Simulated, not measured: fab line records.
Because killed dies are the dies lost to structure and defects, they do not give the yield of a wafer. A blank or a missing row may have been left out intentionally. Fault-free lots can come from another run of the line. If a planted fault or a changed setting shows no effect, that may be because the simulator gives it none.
fab line records | flow nand-harc
record: lots: 11 | wafers: 33 | last-day: 32
route steps=1302 shown A_CHANNEL_HOLE_D2@590
lots with no fault: from the same line, run without faults
start-h: hours from the record's opening day to when the first of the lot's shown wafers began | wait-h: time in hours since the lot's previous step | " repeats the value in the row above | L1.1+2: a single row standing in for several wafers | - value missing, or start not given | * or withheld: withheld | < > ~ a bound
route shown NAME@n: a module of which the file shows steps, and the number in the route of the first | usual: mean/standard deviation taken from wafers without a fault | same: alike in all rows | chamber/n: place in a boat | sites: the reading at each site | _std_site: standard deviation across them | _edge_site: inner sites' mean taken away from outer sites' mean | radius-mm: how far each site lies from the wafer's centre | mask NAME#n: copy n | behind: tool/chamber where the wafer was last shaped | hold: why the lot went on hold/how many hours it stayed there/how the hold came to an end | device: which transistor (n, p or np) failed to switch | end of line: the tests these same wafers got at the end of their route | step lacking rows: just its recipe | killed: dies lost to structure and defects at the first sort, not the wafer's yield | map: per-die view of a wafer (x killed, . not killed, _ where there is no die)
set.NAME: setting as actually run; set.NAME@STEP: the setting as run at that earlier step | model.NAME: the simulator's own value behind a step, which no gauge read
the route's steps for a sample of lots (tables are steps, rows are wafers)
services: when a tool's chamber went out of use (start-h, in hours from the record's first day, below 0 if earlier), for how many hours, and the reason
== steps ==
step: NHARC_A_CHANNEL_HOLE_D2_CD_MEAS_18
usual: cd-nm: 100.0/2.3
lot.wafer | tool      | chamber | start-h | wait-h | cd-nm
L187.2    | cd-sem-01 | -       | 293.21  | -      | 96.8
L187.4    | "         | -       | "       | "      | 99.9
L187.5    | "         | -       | "       | "      | 101.0
L189.1    | cd-sem-01 | -       | 302.36  | -      | 100.1
L189.4    | "         | -       | "       | "      | 104.9
L189.6    | "         | -       | "       | "      | 100.7
L190.2    | cd-sem-02 | -       | 316.86  | -      | 98.2
L190.3    | "         | -       | "       | "      | 100.8
L190.6    | "         | -       | "       | "      | 96.0
L198.1    | cd-sem-02 | -       | 397.47  | -      | 101.7
L198.2    | "         | -       | "       | "      | 104.2
L198.3    | "         | -       | "       | "      | 100.8
L199.2    | cd-sem-01 | -       | 410.19  | -      | 102.2
L199.4    | "         | -       | "       | "      | 99.5
L199.5    | "         | -       | "       | "      | 102.8
L200.3    | cd-sem-02 | -       | 410.58  | -      | 99.1
L200.4    | "         | -       | "       | "      | 101.7
L200.6    | "         | -       | "       | "      | 99.9
L201.3    | cd-sem-03 | -       | 423.87  | -      | 97.5
L201.4    | "         | -       | "       | "      | 102.5
L201.6    | "         | -       | "       | "      | 98.7
L203.3    | cd-sem-03 | -       | 438.00  | -      | 98.7
L203.5    | "         | -       | "       | "      | 100.1
L203.6    | "         | -       | "       | "      | 101.5
L204.2    | cd-sem-02 | -       | 460.90  | -      | 97.9
L204.3    | "         | -       | "       | "      | 100.9
L204.4    | "         | -       | "       | "      | 102.3
L207.1    | cd-sem-03 | -       | 485.01  | -      | 96.5
L207.2    | "         | -       | "       | "      | 101.8
L207.4    | "         | -       | "       | "      | 100.3
L208.1    | cd-sem-03 | -       | 496.15  | -      | 100.0
L208.2    | "         | -       | "       | "      | 100.1
L208.3    | "         | -       | "       | "      | 95.8
step: NHARC_A_CHANNEL_HOLE_D2_ETCH_21
recipe: bias-v: 3000 | source-w: withheld | pressure-mtorr: 20 | time-s: 514.3 | ar-flow-sccm: 375 | c4f8-flow-sccm: 89.3 | o2-flow-sccm: 35.7 | temp-c: -20 | target-depth-a: 16000 | chemistry: C4F8/O2/Ar
usual: drypump-motor-current-A: 6.38/0.21 | o2-flow-sccm: 35.69/0.11 | showerhead-plenum-p-Torr: 3.68/0.18 | throttle-valve-pct: 32.154/0.0085
lot.wafer | tool        | chamber | start-h | wait-h | drypump-motor-current-A | o2-flow-sccm | rf-hours-counter-h | showerhead-plenum-p-Torr | throttle-valve-pct
L187.2    | har-etch-02 | 0       | 295.18  | 0.6    | 6.51                    | 35.72        | -                  | 3.46                     | 32.165
L187.4    | "           | 0       | "       | "      | 6.51                    | 35.50        | -                  | 3.46                     | 32.155
L187.5    | "           | 0       | "       | "      | 6.50                    | 35.56        | -                  | 3.46                     | 32.153
L189.1    | har-etch-02 | 1       | 307.19  | 0.3    | 6.00                    | 35.59        | 368                | 3.93                     | 32.157
L189.4    | "           | 0       | "       | "      | 6.44                    | 35.62        | -                  | 3.46                     | 32.156
L189.6    | "           | 1       | "       | "      | 6.00                    | 35.58        | -                  | 3.93                     | 32.140
L190.2    | har-etch-02 | 1       | 317.36  | 0.3    | 6.02                    | 35.71        | 372                | 3.93                     | 32.156
L190.3    | "           | 1       | "       | "      | 5.99                    | 35.63        | -                  | 3.93                     | 32.156
L190.6    | "           | 1       | "       | "      | 6.00                    | 35.70        | -                  | 3.93                     | 32.152
L198.2    | har-etch-02 | 1       | 397.97  | 0.3    | 6.00                    | 35.60        | 16                 | 3.91                     | 32.151
L198.1    | "           | 0       | "       | "      | 6.46                    | 35.70        | 16                 | 3.92                     | 32.170
L198.3    | "           | 0       | "       | "      | 6.47                    | 35.59        | -                  | 3.92                     | 32.140
L199.2    | har-etch-02 | 1       | 410.69  | 0.3    | 5.99                    | 35.82        | 23                 | 3.90                     | 32.158
L199.4    | "           | 1       | "       | "      | 6.01                    | 35.79        | -                  | 3.90                     | 32.146
L199.5    | "           | 1       | "       | "      | 6.01                    | 35.66        | -                  | 3.90                     | 32.162
L200.3    | har-etch-01 | 1       | 411.22  | 0.3    | 6.51                    | 35.60        | -                  | 3.55                     | 32.157
L200.4    | "           | 0       | "       | "      | 6.49                    | 35.78        | -                  | 3.63                     | 32.152
L200.6    | "           | 0       | "       | "      | 6.51                    | 35.86        | -                  | 3.63                     | 32.148
L201.4    | har-etch-02 | 0       | 424.52  | 0.3    | 6.50                    | 35.69        | -                  | 3.92                     | 32.151
L201.3    | "           | 1       | "       | "      | 6.00                    | 35.75        | -                  | 3.90                     | 32.137
L201.6    | "           | 1       | "       | "      | 6.00                    | 35.67        | -                  | 3.90                     | 32.160
L203.3    | har-etch-02 | 0       | 440.78  | 0.3    | 6.49                    | 35.65        | -                  | 3.91                     | 32.163
L203.6    | "           | 1       | "       | "      | 5.97                    | 35.74        | -                  | 3.89                     | 32.146
L203.5    | "           | 0       | "       | "      | 6.50                    | 35.60        | -                  | 3.91                     | 32.156
L204.2    | har-etch-02 | 0       | 469.74  | 0.3    | 6.49                    | 35.74        | 58                 | 3.90                     | 32.163
L204.3    | "           | 0       | "       | "      | 6.51                    | 35.84        | -                  | 3.90                     | 32.157
L204.4    | "           | 1       | "       | "      | 5.96                    | 35.63        | -                  | 3.88                     | 32.154
L207.1    | har-etch-02 | 0       | 487.40  | 0.3    | 6.51                    | 35.68        | 65                 | 3.90                     | 32.152
L207.2    | "           | 1       | "       | "      | 6.01                    | 35.61        | 65                 | 3.88                     | 32.159
L207.4    | "           | 1       | "       | "      | 5.98                    | 35.73        | -                  | 3.88                     | 32.156
L208.1    | har-etch-01 | 1       | 497.08  | 0.5    | 6.52                    | 35.80        | 290                | 3.53                     | 32.164
L208.2    | "           | 1       | "       | "      | 6.51                    | 35.70        | -                  | 3.53                     | 32.161
L208.3    | "           | 1       | "       | "      | 6.52                    | 35.80        | -                  | 3.53                     | 32.152
step: NHARC_A_CHANNEL_HOLE_D2_ETCH_23
recipe: bias-v: 5000 | source-w: withheld | pressure-mtorr: 20 | time-s: 819 | ar-flow-sccm: 375 | c4f8-flow-sccm: 89.3 | o2-flow-sccm: 35.7 | temp-c: -20 | target-depth-a: 16000 | chemistry: C4F8/O2/Ar
usual: drypump-motor-current-A: 6.37/0.21 | o2-flow-sccm: 35.69/0.11 | showerhead-plenum-p-Torr: 3.68/0.18 | throttle-valve-pct: 32.156/0.0087
lot.wafer | tool        | chamber | start-h | wait-h | drypump-motor-current-A | o2-flow-sccm | rf-hours-counter-h | showerhead-plenum-p-Torr | throttle-valve-pct
L187.2    | har-etch-02 | 0       | 297.26  | 1.0    | 6.47                    | 35.51        | -                  | 3.46                     | 32.163
L187.4    | "           | 0       | "       | "      | 6.47                    | 35.56        | -                  | 3.46                     | 32.152
L187.5    | "           | 0       | "       | "      | 6.49                    | 35.51        | -                  | 3.46                     | 32.165
L189.1    | har-etch-02 | 1       | 308.23  | 0.5    | 6.00                    | 35.72        | 369                | 3.93                     | 32.150
L189.4    | "           | 0       | "       | "      | 6.50                    | 35.59        | -                  | 3.46                     | 32.151
L189.6    | "           | 1       | "       | "      | 6.00                    | 35.76        | -                  | 3.93                     | 32.157
L190.2    | har-etch-02 | 1       | 318.37  | 0.5    | 5.97                    | 35.83        | 373                | 3.93                     | 32.152
L190.3    | "           | 1       | "       | "      | 5.98                    | 35.89        | -                  | 3.93                     | 32.166
L190.6    | "           | 1       | "       | "      | 5.97                    | 35.68        | -                  | 3.93                     | 32.150
L198.2    | har-etch-02 | 1       | 398.98  | 0.5    | 5.98                    | 35.74        | 17                 | 3.90                     | 32.145
L198.1    | "           | 0       | "       | "      | 6.49                    | 35.62        | 17                 | 3.92                     | 32.141
L198.3    | "           | 0       | "       | "      | 6.50                    | 35.56        | -                  | 3.92                     | 32.165
L199.2    | har-etch-02 | 1       | 411.70  | 0.5    | 6.00                    | 35.80        | 24                 | 3.90                     | 32.151
L199.4    | "           | 1       | "       | "      | 6.00                    | 35.80        | -                  | 3.90                     | 32.141
L199.5    | "           | 1       | "       | "      | 5.99                    | 35.90        | -                  | 3.90                     | 32.155
L200.3    | har-etch-01 | 1       | 412.32  | 0.5    | 6.53                    | 35.63        | -                  | 3.55                     | 32.161
L200.4    | "           | 0       | "       | "      | 6.44                    | 35.61        | -                  | 3.63                     | 32.166
L200.6    | "           | 0       | "       | "      | 6.46                    | 35.66        | -                  | 3.63                     | 32.165
L201.4    | har-etch-02 | 0       | 425.62  | 0.5    | 6.44                    | 35.68        | -                  | 3.91                     | 32.174
L201.3    | "           | 1       | "       | "      | 5.99                    | 35.70        | -                  | 3.89                     | 32.145
L201.6    | "           | 1       | "       | "      | 5.99                    | 35.80        | -                  | 3.89                     | 32.168
L203.3    | har-etch-02 | 0       | 441.92  | 0.5    | 6.47                    | 35.75        | -                  | 3.91                     | 32.150
L203.6    | "           | 1       | "       | "      | 5.99                    | 35.77        | -                  | 3.89                     | 32.173
L203.5    | "           | 0       | "       | "      | 6.50                    | 35.72        | -                  | 3.91                     | 32.167
L204.2    | har-etch-02 | 0       | 470.75  | 0.5    | 6.48                    | 35.72        | 59                 | 3.90                     | 32.160
L204.3    | "           | 0       | "       | "      | 6.46                    | 35.85        | -                  | 3.90                     | 32.170
L204.4    | "           | 1       | "       | "      | 6.00                    | 35.85        | -                  | 3.88                     | 32.156
L207.1    | har-etch-02 | 0       | 488.42  | 0.5    | 6.43                    | 35.65        | 67                 | 3.90                     | 32.164
L207.2    | "           | 1       | "       | "      | 5.97                    | 35.72        | 67                 | 3.88                     | 32.159
L207.4    | "           | 1       | "       | "      | 5.98                    | 35.66        | -                  | 3.88                     | 32.146
L208.1    | har-etch-01 | 1       | 499.07  | 0.9    | 6.52                    | 35.76        | 292                | 3.53                     | 32.163
L208.2    | "           | 1       | "       | "      | 6.53                    | 35.81        | -                  | 3.53                     | 32.148
L208.3    | "           | 1       | "       | "      | 6.53                    | 35.73        | -                  | 3.53                     | 32.147
step: NHARC_A_CHANNEL_HOLE_D2_ETCH_25
recipe: bias-v: 5000 | source-w: withheld | pressure-mtorr: 20 | time-s: 1040.2 | ar-flow-sccm: 375 | c4f8-flow-sccm: 93.8 | o2-flow-sccm: 31.2 | temp-c: -20 | target-depth-a: 15000 | chemistry: C4F8/O2/Ar
usual: drypump-motor-current-A: 6.37/0.21 | o2-flow-sccm: 31.20/0.09 | showerhead-plenum-p-Torr: 3.68/0.18 | throttle-valve-pct: 32.235/0.0093
lot.wafer | tool        | chamber | start-h | wait-h | drypump-motor-current-A | o2-flow-sccm | rf-hours-counter-h | showerhead-plenum-p-Torr | throttle-valve-pct
L187.2    | har-etch-02 | 0       | 300.26  | 1.3    | 6.48                    | 31.27        | -                  | 3.46                     | 32.211
L187.4    | "           | 0       | "       | "      | 6.50                    | 31.20        | -                  | 3.46                     | 32.229
L187.5    | "           | 0       | "       | "      | 6.49                    | 31.23        | -                  | 3.46                     | 32.237
L189.1    | har-etch-02 | 1       | 309.71  | 0.7    | 6.01                    | 31.39        | 371                | 3.92                     | 32.229
L189.4    | "           | 0       | "       | "      | 6.50                    | 31.12        | -                  | 3.45                     | 32.246
L189.6    | "           | 1       | "       | "      | 6.01                    | 31.30        | -                  | 3.92                     | 32.246
L190.2    | har-etch-02 | 1       | 319.83  | 0.6    | 5.98                    | 31.34        | 374                | 3.92                     | 32.234
L190.3    | "           | 1       | "       | "      | 6.01                    | 31.25        | -                  | 3.92                     | 32.233
L190.6    | "           | 1       | "       | "      | 5.99                    | 31.22        | -                  | 3.92                     | 32.261
L198.2    | har-etch-02 | 1       | 400.44  | 0.6    | 5.99                    | 31.29        | 18                 | 3.90                     | 32.244
L198.1    | "           | 0       | "       | "      | 6.48                    | 31.18        | 18                 | 3.92                     | 32.230
L198.3    | "           | 0       | "       | "      | 6.46                    | 31.33        | -                  | 3.92                     | 32.214
L199.2    | har-etch-02 | 1       | 413.15  | 0.6    | 6.01                    | 31.30        | 26                 | 3.89                     | 32.231
L199.4    | "           | 1       | "       | "      | 6.00                    | 31.20        | -                  | 3.89                     | 32.240
L199.5    | "           | 1       | "       | "      | 6.01                    | 31.28        | -                  | 3.89                     | 32.240
L200.3    | har-etch-01 | 1       | 413.83  | 0.7    | 6.52                    | 31.22        | -                  | 3.55                     | 32.248
L200.4    | "           | 0       | "       | "      | 6.47                    | 31.14        | -                  | 3.62                     | 32.229
L200.6    | "           | 0       | "       | "      | 6.44                    | 31.19        | -                  | 3.62                     | 32.246
L201.4    | har-etch-02 | 0       | 427.15  | 0.7    | 6.48                    | 31.32        | -                  | 3.91                     | 32.222
L201.3    | "           | 1       | "       | "      | 5.97                    | 31.00        | -                  | 3.89                     | 32.231
L201.6    | "           | 1       | "       | "      | 5.97                    | 31.15        | -                  | 3.89                     | 32.226
L203.3    | har-etch-02 | 0       | 443.48  | 0.7    | 6.48                    | 31.19        | -                  | 3.90                     | 32.234
L203.6    | "           | 1       | "       | "      | 6.01                    | 31.19        | -                  | 3.88                     | 32.240
L203.5    | "           | 0       | "       | "      | 6.48                    | 31.10        | -                  | 3.90                     | 32.233
L204.2    | har-etch-02 | 0       | 472.20  | 0.6    | 6.54                    | 31.26        | 60                 | 3.89                     | 32.236
L204.3    | "           | 0       | "       | "      | 6.49                    | 31.24        | -                  | 3.89                     | 32.233
L204.4    | "           | 1       | "       | "      | 5.99                    | 31.22        | -                  | 3.87                     | 32.240
L207.1    | har-etch-02 | 0       | 489.87  | 0.6    | 6.50                    | 31.19        | 68                 | 3.89                     | 32.223
L207.2    | "           | 1       | "       | "      | 6.01                    | 31.12        | 68                 | 3.87                     | 32.226
L207.4    | "           | 1       | "       | "      | 5.99                    | 31.15        | -                  | 3.87                     | 32.232
L208.1    | har-etch-01 | 1       | 502.01  | 1.3    | 6.51                    | 31.29        | 295                | 3.52                     | 32.234
L208.2    | "           | 1       | "       | "      | 6.52                    | 31.26        | -                  | 3.52                     | 32.231
L208.3    | "           | 1       | "       | "      | 6.52                    | 31.03        | -                  | 3.52                     | 32.234
step: NHARC_A_CHANNEL_HOLE_D2_XSEM_32
recipe: landing-energy-ev: 35000
usual: bot-cd-nm: 75.1/1.4 | bow-nm: 8.72/0.17 | tilt-deg: 0.07/0.044
lot.wafer | tool    | chamber | start-h | wait-h | bot-cd-nm | bow-nm | tilt-deg
L187.2    | xsem-01 | 0       | 304.12  | 0.1    | 76.1      | 8.92   | 0.12
L187.4    | "       | 0       | "       | "      | 76.7      | 8.86   | 0.12
L187.5    | "       | 0       | "       | "      | 76.1      | 8.76   | 0.12
L189.1    | xsem-02 | 0       | 312.28  | 0.1    | 76.1      | 8.50   | 0.12
L189.4    | "       | 0       | "       | "      | 74.8      | 8.55   | 0.12
L189.6    | "       | 0       | "       | "      | 76.8      | 8.42   | 0.12
L189.1    | xsem-02 | 0       | -       | -      | 73.1      | -      | 0.08
L189.4    | "       | 0       | "       | "      | 72.8      | -      | 0.08
L189.6    | "       | 0       | "       | "      | 74.6      | -      | 0.08
L190.2    | xsem-02 | 0       | 322.54  | 0.1    | 74.7      | 8.77   | 0.00
L190.3    | "       | 0       | "       | "      | 75.0      | 8.72   | 0.01
L190.6    | "       | 0       | "       | "      | 75.5      | 8.74   | 0.00
L190.2    | xsem-02 | 0       | -       | -      | 75.0      | -      | 0.02
L190.3    | "       | 0       | "       | "      | 74.8      | -      | 0.02
L190.6    | "       | 0       | "       | "      | 76.4      | -      | 0.02
L198.1    | xsem-01 | 0       | 403.14  | 0.1    | 77.0      | 8.60   | 0.10
L198.2    | "       | 0       | "       | "      | 74.5      | 8.60   | 0.10
L198.3    | "       | 0       | "       | "      | 76.2      | 8.66   | 0.10
L199.2    | xsem-02 | 0       | 415.89  | 0.1    | 76.6      | 8.60   | 0.12
L199.4    | "       | 0       | "       | "      | 75.2      | 8.64   | 0.12
L199.5    | "       | 0       | "       | "      | 75.2      | 8.63   | 0.12
L200.3    | xsem-01 | 0       | 416.24  | 0.1    | 71.3      | 8.99   | -0.01
L200.4    | "       | 0       | "       | "      | 74.4      | 8.97   | -0.01
L200.6    | "       | 0       | "       | "      | 74.2      | 8.93   | -0.01
L201.3    | xsem-02 | 0       | 429.75  | 0.1    | 74.2      | 8.64   | 0.14
L201.4    | "       | 0       | "       | "      | 74.9      | 8.71   | 0.14
L201.6    | "       | 0       | "       | "      | 73.4      | 8.68   | 0.14
L203.3    | xsem-01 | 0       | 445.77  | 0.1    | 75.2      | 8.37   | 0.13
L203.5    | "       | 0       | "       | "      | 75.0      | 8.43   | 0.13
L203.6    | "       | 0       | "       | "      | 75.2      | 8.38   | 0.13
L204.2    | xsem-01 | 0       | 474.90  | 0.1    | 74.8      | 8.68   | 0.06
L204.3    | "       | 0       | "       | "      | 75.7      | 8.68   | 0.06
L204.4    | "       | 0       | "       | "      | 78.0      | 8.66   | 0.06
L207.1    | xsem-02 | 0       | 492.57  | 0.1    | 74.3      | 8.65   | 0.05
L207.2    | "       | 0       | "       | "      | 75.5      | 8.68   | 0.05
L207.4    | "       | 0       | "       | "      | 77.0      | 8.76   | 0.05
L208.1    | xsem-02 | 0       | 505.98  | 0.1    | 77.9      | 8.69   | 0.04
L208.2    | "       | 0       | "       | "      | 75.2      | 8.78   | 0.03
L208.3    | "       | 0       | "       | "      | 75.1      | 8.76   | 0.04
== services ==
tool        | chamber | start-h | hours | kind
har-etch-02 | 1       | 279.24  | -     | consumable-replace:showerhead
har-etch-02 | 1       | 279.24  | 17.0  | scheduled-down
har-etch-02 | 1       | 279.24  | 17.0  | vent-cycle
xsem-01     | -       | 350.00  | 14.0  | pm
har-etch-02 | -       | 357.48  | 17.0  | pm
har-etch-02 | 0       | 357.48  | 17.0  | vent-cycle
har-etch-02 | 1       | 357.48  | 17.0  | vent-cycle
har-etch-02 | 0       | 374.48  | -     | clean
har-etch-02 | 0       | 374.48  | -     | consumable-replace:esc
har-etch-02 | 0       | 374.48  | -     | consumable-replace:focus-ring
har-etch-02 | 0       | 374.48  | -     | consumable-replace:showerhead
har-etch-02 | 1       | 374.48  | -     | clean
har-etch-02 | 1       | 374.48  | -     | consumable-replace:esc
har-etch-02 | 1       | 374.48  | -     | consumable-replace:focus-ring
har-etch-01 | 0       | 494.76  | -     | consumable-replace:esc
har-etch-01 | 0       | 494.76  | 17.0  | scheduled-down
har-etch-01 | 0       | 494.76  | 17.0  | vent-cycle
== key ==
first-sign: step: NHARC_A_CHANNEL_HOLE_D2_XSEM_32 | reading: visit | direction: added
effect none on later readings
met-at NHARC_A_CHANNEL_HOLE_D2_ETCH_23
struck-lots L189,L190
struck-wafers L189.1,L189.6,L190.2,L190.3,L190.6
tester-left-out L189,L190
not-acting-at NHARC_A_CHANNEL_HOLE_D2_CD_MEAS_18,NHARC_A_CHANNEL_HOLE_D2_ETCH_21,NHARC_A_CHANNEL_HOLE_D2_ETCH_25
fault: kind: process-parameter-drift | tool: har-etch-02 | chamber: 1 | onset-h: 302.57 | steps: NHARC_A_CHANNEL_HOLE_D2_ETCH_23 | channel: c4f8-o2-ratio | offset: 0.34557 | shape: step | end-h: 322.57 | acts-in: these-recipes-only | stated: 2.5
tester-left-out: of these lots the tester's yield and bins aren't shown, on N5 and GAA mostly nor the transistor test; their killed dies are dies lost to structure and defects alone, not to doping, threshold or leakage, so they don't give the yield
